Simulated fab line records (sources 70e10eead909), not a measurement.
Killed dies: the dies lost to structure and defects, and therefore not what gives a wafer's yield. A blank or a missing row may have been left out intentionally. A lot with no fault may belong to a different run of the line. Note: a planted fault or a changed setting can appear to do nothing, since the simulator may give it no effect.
Matching of chambers / flow nand harc / NHARC_P_CONTACT_DESCUM_17 on rie diel-01: 4 sister chambers
The step chemistry O2, time 3 s. 8 wafers are shown with their chamber, then 7 later ones without.

## WAFERS WITH THEIR CHAMBER
wafer=L074.6; chamber=0; oes product au (a.u.)=1.000; rf vpp V (V)=57.5
wafer=L080.4; chamber=0; oes product au (a.u.)=1.013; rf vpp V (V)=58.4
wafer=L086.3; chamber=3; oes product au (a.u.)=0.983; rf vpp V (V)=59.3
wafer=L091.2; chamber=1; oes product au (a.u.)=0.990; rf vpp V (V)=58.2
wafer=L091.4; chamber=2; oes product au (a.u.)=0.980; rf vpp V (V)=59.9
wafer=L091.5; chamber=1; oes product au (a.u.)=0.990; rf vpp V (V)=56.9
wafer=L094.1; chamber=2; oes product au (a.u.)=1.001; rf vpp V (V)=58.5
wafer=L094.2; chamber=3; oes product au (a.u.)=0.990; rf vpp V (V)=58.5

## WAFERS WHOSE CHAMBER IS MISSING
wafer=L094.3; oes product au (a.u.)=1.011; rf vpp V (V)=57.9
wafer=L095.1; oes product au (a.u.)=0.989; rf vpp V (V)=59.0
wafer=L095.3; oes product au (a.u.)=1.000; rf vpp V (V)=57.7
wafer=L095.4; oes product au (a.u.)=1.008; rf vpp V (V)=58.0
wafer=L097.1; oes product au (a.u.)=1.003; rf vpp V (V)=57.4
wafer=L097.3; oes product au (a.u.)=0.992; rf vpp V (V)=58.9
wafer=L097.4; oes product au (a.u.)=0.998; rf vpp V (V)=57.9

## WHICH CHAMBER EACH ONE RAN IN
wafer=L094.3; from the rows above=can't be placed: 0 or 1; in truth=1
wafer=L095.1; from the rows above=can't be placed: 2 or 3 or 1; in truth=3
wafer=L095.3; from the rows above=can't be placed: 0 or 1 or 3 or 2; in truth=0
wafer=L095.4; from the rows above=can't be placed: 0 or 1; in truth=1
wafer=L097.1; from the rows above=can't be placed: 0 or 1 or 3 or 2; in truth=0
wafer=L097.3; from the rows above=can't be placed: 2 or 3 or 1 or 0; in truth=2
wafer=L097.4; from the rows above=can't be placed: 0 or 1 or 3 or 2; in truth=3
Placed correctly: 0 of 7. Cannot be placed on the basis of these rows: 7; the candidates contain the true chamber in 7. Number placed wrongly: 0.
How it was worked out, from the rows above alone: a wafer's distance from a chamber is the root of the sum, over the readings, of the square of ((its reading less the chamber's mean) divided by the reading's scatter). If the next closest chamber is less than 2 further off than the closest, the wafer can't be placed; otherwise it belongs to the closest. The mean given for a chamber averages the wafers shown for that chamber. How the scatter is found: for the shown wafers, subtract from each reading the mean of its chamber, square and add these, divide the total by (wafers less chambers), then take the root.
